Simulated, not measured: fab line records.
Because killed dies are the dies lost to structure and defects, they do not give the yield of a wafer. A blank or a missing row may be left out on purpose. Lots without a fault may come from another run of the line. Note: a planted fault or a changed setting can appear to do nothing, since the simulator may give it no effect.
What tool caused it?	flow n5Finfet	Sampling: 12 lots, 36 wafers, 6 of 1938 route steps

## WHAT EACH GAUGE READ, for each wafer
N5_BEOL_M8_CD_MEAS_28 targets a cd of 40 nm.
lot	measured	on	cdNm (nm)
L074	day 10 12:15	cdSem-03	39.91 40.12 40.03
L077	day 10 15:23	cdSem-03	40.29 40.31 40.08
L078	day 11 03:47	cdSem-02	40.34 40.21 40.63
L082	day 11 06:14	cdSem-03	39.95 40.11 40.08
L083	day 12 06:29	cdSem-02	39.91 39.87 40.03
L085	day 13 03:49	cdSem-02	40.14 39.97 39.77
L089	day 13 10:55	cdSem-03	40.08 39.66 40.13
L087	day 13 13:13	cdSem-02	39.98 40.07 39.57
L090	day 13 23:40	cdSem-01	39.92 40.49 40.11
L093	day 14 06:19	cdSem-03	40.40 40.28 40.05
L095	day 15 10:52	cdSem-02	39.97 39.87 39.57
L096	day 15 20:31	cdSem-02	40.13 40.22 40.16

## WHICH TOOL RAN EACH LOT (tool, then ch and the chambers of the sampled wafers, then the start)
lot	N5_BEOL_M7_STRIP_80	N5_BEOL_M7_PRE_CLEAN_45	N5_BEOL_M7_ANNEAL_51	N5_BEOL_M7_CMP_52	N5_BEOL_M8_STRIP_67
L074	rieDiel-03 ch 1,2,3, day 10 04:23 or earlier	pvdSputter-02, day 10 04:23	rtpAnneal-01 ch 0, day 10 07:10	cmp-04 ch 1,2,3, day 10 07:22	rieDiel-05 ch 0,3, day 10 11:08
L077	rieDiel-03 ch 0,1,3, day 10 10:37 or earlier	pvdSputter-02, day 10 10:37	rtpAnneal-02 ch 0, day 10 11:37	cmp-01 ch 0,3, day 10 11:49	rieDiel-01 ch 0,1,3, day 10 14:25
L078	rieDiel-02 ch 0,2, day 10 21:22 or earlier	pvdSputter-01, day 10 21:22	rtpAnneal-02 ch 0, day 10 22:31	cmp-02 ch 0,2, day 10 22:47	rieDiel-01 ch 0,1,3, day 11 02:17
L082	rieDiel-04 ch 2,3, day 11 00:37 or earlier	pvdSputter-01, day 11 00:37	rtpAnneal-01 ch 0, day 11 01:35	cmp-01 ch 2,3, day 11 01:54	rieDiel-05 ch 1,2,3, day 11 05:42
L083	rieDiel-04 ch 0,1, day 11 17:21 or earlier	pvdSputter-01, day 11 17:21	rtpAnneal-01 ch 0, day 11 18:15	cmp-01 ch 0,1,3, day 11 18:33	rieDiel-05 ch 2,3, day 12 00:05
L085	rieDiel-04 ch 0,1,2, day 12 21:31 or earlier	pvdSputter-03, day 12 21:31	rtpAnneal-02 ch 0, day 12 23:04	cmp-02 ch 1,2,3, day 12 23:26	rieDiel-05 ch 0,1, day 13 01:57
L089	rieDiel-02 ch 1,2,3, day 13 05:01 or earlier	pvdSputter-01, day 13 05:01	rtpAnneal-02 ch 0, day 13 06:35	cmp-04 ch 1,2,3, day 13 06:52	rieDiel-05 ch 0,1, day 13 10:14
L087	rieDiel-02 ch 0,1,3, day 13 05:26 or earlier	pvdSputter-01, day 13 05:26	rtpAnneal-01 ch 0, day 13 06:52	cmp-02 ch 0,1,3, day 13 07:10	rieDiel-01 ch 0,2,3, day 13 11:14
L090	rieDiel-04 ch 1,2,3, day 13 18:03 or earlier	pvdSputter-03, day 13 18:03	rtpAnneal-02 ch 0, day 13 18:58	cmp-01 ch 0,1,3, day 13 19:18	rieDiel-06 ch 1,2,3, day 13 22:35
L093	rieDiel-02 ch 0,1,2, day 14 00:52 or earlier	pvdSputter-03, day 14 00:52	rtpAnneal-01 ch 0, day 14 02:17	cmp-01 ch 0,3, day 14 02:35	rieDiel-01 ch 1,2,3, day 14 05:20
L095	rieDiel-04 ch 0,1,3, day 15 04:20 or earlier	pvdSputter-02, day 15 04:20	rtpAnneal-02 ch 0, day 15 05:27	cmp-01 ch 0,3, day 15 05:42	rieDiel-01 ch 0,1,2, day 15 09:40
L096	rieDiel-04 ch 1,2, day 15 09:56 or earlier	pvdSputter-03, day 15 09:56	rtpAnneal-02 ch 0, day 15 12:37	cmp-04 ch 1,2, day 15 12:49	rieDiel-05 ch 1,2, day 15 19:50
- N5_BEOL_M7_STRIP_80: strips in N2/H2, time 10 s.
- N5_BEOL_M7_PRE_CLEAN_45: time 30 s.
- N5_BEOL_M7_ANNEAL_51: time 90 s.
- N5_BEOL_M7_CMP_52: polishes, stops on SiCOH lowk, t overpolish 6.9 s, target thk 80 nm.
- N5_BEOL_M8_STRIP_67: strips in CF4.

## THE ANSWER, worked out from the rows above alone
Rule: the usual values come from the lots themselves. The widest of any qualifying gaps counts: lots, ordered by their means at a reading, are off when they make up no more than a third of the lots, leave a main group of 4 or more, and stand apart from it by 3 or more times the standard deviation of that group's means. A main group is skipped when, at the precision printed for the reading in the tables above, its means are all equal. A lot without any number at a reading at which 4 lots or more have one is off too. Where the step has rows for the other lots, those lots are counted as sound.
None of the lots is off at any reading shown; this tells nothing.

## WHAT THE SIMULATOR HAD INSERTED
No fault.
